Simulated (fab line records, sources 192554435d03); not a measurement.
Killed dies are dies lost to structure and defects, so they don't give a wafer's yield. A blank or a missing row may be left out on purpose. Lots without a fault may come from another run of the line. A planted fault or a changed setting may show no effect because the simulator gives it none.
Split-lot experiment | flow n5_finfet | 7 lots, 39 wafers read, on a route of 1938 steps

THE SPLIT
At N5_BEOL_M8_ILD_DEP_00 (deposits SiCOH lowk from DEMS/porogen, target thk 179.75 nm, time 33.4 s), the setting time_s was moved away from the recipe's 33.4 s on 15 of the 39 wafers read, by -25.9% to +53.1%. The other wafers ran this setting at the recipe's value.

FROM THE SPLIT TO THE READING: what the file shows between them, 1 step
- N5_BEOL_M8_CURE_74: cures SiCOH lowk, time 240 s

THE READING
M8_ILD_THK, in nm, at N5_BEOL_M8_THK_MEAS_01. Fault-free wafers of this fab line usually give 155.5 nm, standard deviation 2 nm.

wafer  | tool, chamber at the split | time_s as run, s | against the recipe | M8_ILD_THK, nm | against lot-mates on the recipe
L074.2 | pecvd-03, 1                | 33.4             | recipe             | 156.9          | -
L074.3 | pecvd-03, 2                | 33.4             | recipe             | 150.8          | -
L074.6 | pecvd-03, 1                | 33.4             | recipe             | 158.0          | -
L075.1 | pecvd-04, 1                | 33.4             | recipe             | 152.0          | -
L075.2 | pecvd-04, 0                | 33.4             | recipe             | 153.7          | -
L075.3 | pecvd-04, 1                | 33.4             | recipe             | 154.0          | -
L075.4 | pecvd-04, 0                | 33.4             | recipe             | 154.4          | -
L075.5 | pecvd-04, 1                | 33.4             | recipe             | 152.5          | -
L075.6 | pecvd-04, 0                | 33.4             | recipe             | 153.2          | -
L082.1 | pecvd-02, 1                | 33.4             | recipe             | 154.9          | -
L082.2 | pecvd-02, 0                | 33.4             | recipe             | 157.1          | -
L082.3 | pecvd-02, 2                | 44.25            | +32.5%             | 202.3          | +45.6
L082.4 | pecvd-02, 0                | 44.25            | +32.5%             | 207.6          | +50.9
L082.5 | pecvd-02, 1                | 33.4             | recipe             | 158.0          | -
L082.6 | pecvd-02, 2                | 44.25            | +32.5%             | 206.6          | +49.9
L084.1 | pecvd-03, 1                | 33.4             | recipe             | 154.7          | -
L084.2 | pecvd-03, 0                | 24.76            | -25.9%             | 114.7          | -39.7
L084.3 | pecvd-03, 2                | 33.4             | recipe             | 152.4          | -
L084.4 | pecvd-03, 2                | 33.4             | recipe             | 156.2          | -
L084.5 | pecvd-03, 1                | 24.76            | -25.9%             | 116.6          | -37.8
L084.6 | pecvd-03, 0                | 24.76            | -25.9%             | 117.8          | -36.6
L087.1 | pecvd-03, 2                | 45.3             | +35.6%             | 206.6          | +50.7
L087.2 | pecvd-03, 1                | 33.4             | recipe             | 154.4          | -
L087.3 | pecvd-03, 0                | 45.3             | +35.6%             | 208.6          | +52.7
L087.4 | pecvd-03, 0                | 33.4             | recipe             | 156.9          | -
L087.5 | pecvd-03, 2                | 45.3             | +35.6%             | 211.0          | +55.1
L087.6 | pecvd-03, 1                | 33.4             | recipe             | 156.4          | -
L090.1 | pecvd-02, 2                | 33.4             | recipe             | 155.1          | -
L090.2 | pecvd-02, 1                | 33.4             | recipe             | 157.4          | -
L090.3 | pecvd-02, 0                | 51.15            | +53.1%             | 236.6          | +79.0
L090.4 | pecvd-02, 2                | 51.15            | +53.1%             | 240.2          | +82.6
L090.5 | pecvd-02, 0                | 33.4             | recipe             | 160.4          | -
L090.6 | pecvd-02, 1                | 51.15            | +53.1%             | 240.4          | +82.8
L093.1 | pecvd-04, 1                | 42.25            | +26.5%             | 195.1          | +42.8
L093.2 | pecvd-04, 0                | 33.4             | recipe             | 150.8          | -
L093.3 | pecvd-04, 2                | 33.4             | recipe             | 153.0          | -
L093.4 | pecvd-04, 0                | 33.4             | recipe             | 153.0          | -
L093.5 | pecvd-04, 2                | 42.25            | +26.5%             | 196.2          | +43.9
L093.6 | pecvd-04, 1                | 42.25            | +26.5%             | 197.3          | +45.0

THE FIT
A straight line over all 39 wafers: M8_ILD_THK changes by +1.55 nm for each +1% of time_s; r = +1.00; the points scatter about the line by 2.3 nm.
The same after taking each lot's own level away (the mean of its wafers on the recipe; 39 wafers): +1.52 nm for each +1%; r = +1.00; scatter 2.1 nm.
On that fit, the largest move of time_s shifts the reading by 81 nm.
The lots' own levels span 152.27 to 157.63 nm, that is 2.7 times the standard deviation above.
So the lot-to-lot level changes the slope little: the two slopes agree.
Check: with one of the wafers moved furthest among these (+53.1%) left out of the fit, the line predicts +81.4 nm for it against its lot-mates. It came out at +79 nm against them.

OTHER SPLITS ON THESE WAFERS
These wafers also went through other splits before the reading. Each is held against what the fit with the lots' levels taken away leaves over:
other split on the same wafers       | wafers away from the commonest value | r with M8_ILD_THK (lot level and that fit taken away)
N5_SD_EPI_N_ETCH_35 time_s           | 12                                   | +0.10
N5_HKMG_FIN_CVD_62 target_thk_a      | 15                                   | +0.09
N5_MOL_CONTACT_COAG_DESCUM_45 time_s | 18                                   | +0.15
N5_BEOL_M2_DESCUM_33 time_s          | 15                                   | +0.12
N5_BEOL_M3_DEP_57 time_s             | 9                                    | -0.18
N5_BEOL_M5_ETCH_68 time_s            | 15                                   | -0.07

THE WHOLE CHAIN: every reading that the file lists as answering this split, in the file's order
step                   | what it does                                                             | reading                                                                                  | change (the file's fit)              | r (the file's)
N5_BEOL_M8_ILD_DEP_00  | deposits SiCOH lowk from DEMS/porogen, target thk 179.75 nm, time 33.4 s | SiCOH_lowk_of_BEOL_M8_ILD_DEP_00.thk_nm (the simulator's own value, which no gauge read) | +1.74 nm for each +1% of the setting | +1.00
N5_BEOL_M8_CURE_74     | cures SiCOH lowk, time 240 s                                             | SiCOH_lowk_of_BEOL_M8_ILD_DEP_00.thk_nm (the simulator's own value, which no gauge read) | +1.52 nm for each +1% of the setting | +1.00
N5_BEOL_M8_THK_MEAS_01 |                                                                          | M8_ILD_THK                                                                               | +1.53 for each +1% of the setting    | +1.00

THE FILE'S OWN FIT
M8_ILD_THK changes by +1.53 nm for each +1% of time_s, r = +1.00.
